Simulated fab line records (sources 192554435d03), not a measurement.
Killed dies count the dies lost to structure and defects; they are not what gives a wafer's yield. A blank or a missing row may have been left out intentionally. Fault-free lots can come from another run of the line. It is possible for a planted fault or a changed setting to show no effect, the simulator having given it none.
Struck lot and sound lot, side by side | flow n5 finfet | 18 out of 1938 route steps
Sound: wafers L263.1, L263.3, L263.5. Struck: wafer L270.2 (left out: L270.1, a lot-mate that was not struck); the cause follows at the end.
For every step that has rows: the tool of each side, followed by ch and its chambers, followed by its first start. Under that, the readings that differ: sound wafers | struck wafers | difference of the means | sigmas: that difference in standard deviations of wafers without a fault.
alike: readings whose means differ by less than 2 such deviations, and words and numbers that are the same on both sides. not compared: withheld readings, readings that some wafer has no value for, bounds like >300 that may hide the same value, and numbers for which the record gives no deviation and whose values overlap.
A row with sigmas, a row that says differs or no value, or rows on one side alone: a step with any of these is where the two part. Non-overlapping numbers with no deviation appear without sigmas and do not part them. A reading that every wafer of one side lacks parts them only if that side has two wafers or more.

first, 7 steps without rows for these wafers: N5_BEOL_M10_COAT_60 (time 60 s, resist thk 30 nm); N5_BEOL_M10_COAT_05 (resist thk 90 nm); N5_BEOL_M10_EBR_07; N5_BEOL_M10_SOFTBAKE_06 (time 60 s); N5_BEOL_M10_EXPOSE_08 (exposes mask M10); N5_BEOL_M10_PEB_09 (peb time 60 s); N5_BEOL_M10_DEVELOP_10 (develop time 30 s).
N5_BEOL_M10_CD_MEAS_11: target cd 64.1 nm.
  sound on cd sem-03 ch 0, day 10 16:28; struck on cd sem-01 ch 0, day 12 03:05
  alike: cd nm
N5_BEOL_M10_OVL_MEAS_12:
  sound on overlay-02 ch 0, day 10 16:30; struck on overlay-01 ch 0, day 12 03:07
  alike: M10_OVL
N5_BEOL_M10_INSPECT_13: inspects for defects (brightfield).
  struck on defect inspect-01, day 12 03:08; sound on defect inspect-02, day 10 16:32
  alike: raw defect count
N5_BEOL_M10_DESCUM_16: chemistry O2, time 7.9 s.
  sound on rie diel-05 ch 2,3, day 10 17:04; struck on rie diel-05 ch 3, day 12 03:35
  alike: drypump motor current A, oes product au, rf vpp V, showerhead plenum p Torr, throttle valve pct
  not compared: rf hours counter h
N5_BEOL_M10_ETCH_61: etches SiARC in CF4, target depth 39 nm, time 65 s.
  sound on rie diel-05 ch 2,3, day 10 17:06; struck on rie diel-05 ch 3, day 12 03:37
  alike: drypump motor current A, etch rf on time s, oes product au, rf vpp V, showerhead plenum p Torr, throttle valve pct
  not compared: rf hours counter h
N5_BEOL_M10_ETCH_62: etches SOC in N2/H2, target depth 110 nm, overetch 22 nm, time 165 s.
  sound on rie diel-05 ch 2,3, day 10 17:09; struck on rie diel-05 ch 3, day 12 03:40
  reading                                     | sound          | struck | difference | sigmas
  model.SiARC_of_BEOL_M10_COAT_60.thk nm (nm) | 23.6 23.6 23.6 | 20.8   | -2.8       |
  model.BEOL_M10.cd offset nm (nm)            | 0.2 0.4 0      | 1.4    | +1.2       |
  alike: drypump motor current A, oes product au, rf vpp V, showerhead plenum p Torr, throttle valve pct
  not compared: rf hours counter h
then, 1 step without rows for these wafers: N5_BEOL_M10_STRIP_68 (strips in N2/H2).
N5_BEOL_M10_STRIP_67: strips in CF4.
  sound on rie diel-05 ch 2,3, day 10 17:18; struck on rie diel-05 ch 3, day 12 03:49
  alike: drypump motor current A, oes product au, rf vpp V, showerhead plenum p Torr, throttle valve pct
  not compared: rf hours counter h
N5_BEOL_M10_HM_OPEN_17: chemistry Cl2/BCl3, target TiN, target depth 20 nm, overetch 6 nm.
  sound on rie metal-03 ch 1, day 10 17:21; struck on rie metal-01 ch 1, day 12 03:52
  reading                          | sound          | struck | difference | sigmas
  oes_ar_750_au (a.u.)             | 0.83 0.83 0.83 | 0.67   | -0.16      | -2
  oes product au (a.u.)            | 0.69 0.70 0.70 | 0.58   | -0.12      | -2
  model.BEOL_M10.cd offset nm (nm) | 0.4 0.6 0      | 1.2    | +0.9       |
  alike: drypump motor current A, he backside leak sccm, throttle valve pct
  not compared: rf hours counter h
N5_BEOL_M10_STRIP_19: strips in O2.
  sound on rie diel-05 ch 1,2,3, day 10 17:33; struck on rie diel-03 ch 0, day 12 04:09
  alike: drypump motor current A, oes product au, rf vpp V, showerhead plenum p Torr, throttle valve pct
  not compared: rf hours counter h
N5_PASSIVATION_PROBE_49:
  rows exist in the record for the sound wafers here (prober-02, day 13 03:05), none for the struck ones

== WHERE THEY PART ==
First at N5_BEOL_M10_HM_OPEN_17; last, within this record, at N5_PASSIVATION_PROBE_49.

WHY: the cause the simulator had injected
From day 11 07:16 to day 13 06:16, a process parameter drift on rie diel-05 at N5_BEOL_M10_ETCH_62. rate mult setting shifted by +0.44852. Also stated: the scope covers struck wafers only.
